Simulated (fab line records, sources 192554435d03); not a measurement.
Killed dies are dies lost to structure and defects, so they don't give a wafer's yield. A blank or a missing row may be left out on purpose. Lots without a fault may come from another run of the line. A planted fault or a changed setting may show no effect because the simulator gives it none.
Chamber matching | flow n5_finfet | N5_PASSIVATION_PECVD_55 on pecvd-03: 3 sister chambers
The step deposits SiO2 from SiH4/N2O, target thk 400 nm, time 22.5 s. 14 wafers are shown with their chamber, then 7 later ones without.

WAFERS WITH THEIR CHAMBER
wafer  | chamber | throttle_valve_pct (%) | heater_power_w (W) | showerhead_plenum_p_Torr (Torr)
L074.2 | 2       | 44                     | 700                | 8.23
L074.4 | 0       | 50                     | 847                | 8.27
L074.5 | 1       | 52                     | 904                | 8.26
L076.1 | 2       | 44                     | 664                | 8.22
L076.2 | 1       | 52                     | 737                | 8.25
L076.6 | 1       | 52                     | 792                | 8.24
L078.1 | 2       | 44                     | 683                | 8.21
L078.2 | 1       | 52                     | 872                | 8.25
L078.6 | 1       | 52                     | 890                | 8.27
L083.1 | 0       | 50                     | 788                | 8.26
L083.2 | 2       | 45                     | 537                | 8.22
L083.3 | 1       | 52                     | 830                | 8.27
L085.1 | 2       | 44                     | 690                | 8.24
L085.2 | 0       | 50                     | 805                | 8.25

SIGNATURES (means of the wafers above)
reading                  | chamber 0 | chamber 1 | chamber 2 | scatter within a chamber
throttle_valve_pct       | 50.00     | 52.00     | 44.20     | 0.27
heater_power_w           | 813.33    | 837.50    | 654.80    | 60.7
showerhead_plenum_p_Torr | 8.2600    | 8.2567    | 8.2240    | 0.0115
Rule: a wafer's distance from a chamber is the root of the sum, over the readings, of the square of ((its reading less the chamber's mean) divided by the reading's scatter). The wafer belongs to the nearest chamber; if the next one is less than 2 further off, it can't be placed. The scatter: the root of (the sum of the squares of (reading less its chamber's mean) over the shown wafers, divided by (wafers less chambers)).

WAFERS WITHOUT THEIR CHAMBER
wafer  | throttle_valve_pct (%) | heater_power_w (W) | showerhead_plenum_p_Torr (Torr)
L085.6 | 45                     | 584                | 8.22
L087.1 | 45                     | 678                | 8.23
L087.3 | 50                     | 953                | 8.27
L087.5 | 52                     | 866                | 8.24
L093.1 | 50                     | 846                | 8.28
L093.4 | 45                     | 632                | 8.25
L093.5 | 45                     | 657                | 8.24

WHICH CHAMBER EACH WENT THROUGH
wafer  | from the rows above | in truth
L085.6 | 2                   | 2
L087.1 | 2                   | 2
L087.3 | 0                   | 0
L087.5 | 1                   | 1
L093.1 | 0                   | 0
L093.4 | 2                   | 2
L093.5 | 2                   | 2
Placed correctly: 7 of 7. Can't be placed from these rows: 0. Placed wrongly: 0.
